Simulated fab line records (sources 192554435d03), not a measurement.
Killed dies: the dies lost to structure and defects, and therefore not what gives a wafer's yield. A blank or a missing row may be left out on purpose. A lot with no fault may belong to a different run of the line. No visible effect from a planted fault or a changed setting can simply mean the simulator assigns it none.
Problem report in the 8D (eight disciplines) form, filled by code	flow n5-finfet	the parts of the form that need people (team, actions taken, sign-off) are left out

== 1. THE PROBLEM ==
N5_BEOL_M7_INSPECT_58, raw-defect-count: mean 882 over 1 wafer from 1 lot; wafers with no fault: 78, standard deviation 29. That is +28 standard deviations from the usual mean.
The step: inspects for defects (darkfield).
The first sign was on wafer L200.2 at day 12 17:04, on defect-inspect-02. Wafers with a number at this step in the record: 32, from 11 lots. Rule for "out" (also "out of limits"): further than 4 standard deviations from the usual mean. The rest of the wafers with a number are treated as sound.

== 2. WHAT THIS IS AND IS NOT ==
question	is	is not
which readings at this step	raw-defect-count	-
which lots	L200	L191, L192, L193, L194, L208, L209, L210, L212, L213, L214
which wafers of those lots	L200.2	L200.1, L200.3
read on which gauges	defect-inspect-02	defect-inspect-01
when	from day 12 17:04	up to then (13 sound wafers); but 18 sound wafers of L208, L209, L210, L212, L213, L214 came after

== 3. WHAT RULES OUT EACH SUSPECT ==
Counting: a tool at a process step up to the reading stays a suspect if it ran every lot that is out. Sound lots after the first of them don't rule it out here, since some wafers of a struck lot are sound.
- ruled out: the gauge at N5_BEOL_M7_INSPECT_58. All the wafers that are out were read on defect-inspect-02, but those of them that N5_PASSIVATION_PROBE_49 has rows for are out there too, on other tools.
- uv-cure-01 at N5_BEOL_M7_CURE_75 (cures SiCOH lowk, time 120 s): kept. It ran the lot that is out, L200 (day 12 13:25); its last sound lot up to then is L194 (day 11 01:19).
- pvd-sputter-01 at N5_BEOL_M7_SURFACE_TREAT_79: kept. It ran the lot that is out, L200 (day 12 15:36).
- pecvd-02 at N5_BEOL_M7_PRE_CLEAN_55 (time 15 s): kept. It ran the lot that is out, L200 (day 12 16:57); its last sound lot up to then is L193 (day 10 21:28).
uv-cure-01 at N5_BEOL_M7_CURE_75, pvd-sputter-01 at N5_BEOL_M7_SURFACE_TREAT_79 and pecvd-02 at N5_BEOL_M7_PRE_CLEAN_55 are what is left after counting.

== 4. THE CAUSE (what the simulator had put in) ==
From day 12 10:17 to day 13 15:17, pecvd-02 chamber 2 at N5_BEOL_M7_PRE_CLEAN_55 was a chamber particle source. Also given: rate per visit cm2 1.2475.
Counting left 3 suspects, and this tool is among them.

== 5. SEQUENCE OF EFFECTS, ordered by route ==
Each row: a reading where the mean over the struck wafers with a number is more than 3 standard deviations away from the usual. Only readings whose record carries a usual standard deviation are examined. hours: median over the lots of the time between each lot's start at the first step of this table that gives one and its start at this step. sigmas: the change, counted in usual standard deviations.
hours	step	reading	usual	on struck wafers	change	sigmas
0	N5_BEOL_M7_INSPECT_58	raw-defect-count	78	882	+804	+28
3	N5_BEOL_M8_INSPECT_13	raw-defect-count	440	1170	+730	+7.6
69	N5_PASSIVATION_PROBE_49	defect-limited-yield	91.6 %	84.3	-7.3	-5.2
69	N5_PASSIVATION_PROBE_49	killed_at_M4_up	13	125	+112	+21
69	N5_PASSIVATION_PROBE_49	killed-dies	99	185	+86	+5.4
69	N5_PASSIVATION_PROBE_49	killed-on-rim	13	26	+13	+3.1
69	N5_PASSIVATION_PROBE_49	sort_bin_5_function	4.9 %	9.9	+5.0	+5.6
69	N5_PASSIVATION_PROBE_49	sort-n-pass	1081	995	-86	-5.1
69	N5_PASSIVATION_PROBE_49	sort-yield-pct	91.6 %	84.3	-7.3	-5.2
Process steps it contains:
- N5_PASSIVATION_PROBE_49

== 6. WHAT WOULD HAVE CAUGHT IT SOONER ==
The first out-of-limits reading at a measuring or inspecting step in this record came at day 12 17:04, 7 hours after the fault's start at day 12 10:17.
All the lots that are out (1) had begun N5_BEOL_M7_PRE_CLEAN_55 on pecvd-02 by day 12 17:04. A hold on the tool at that time would have spared none of them.
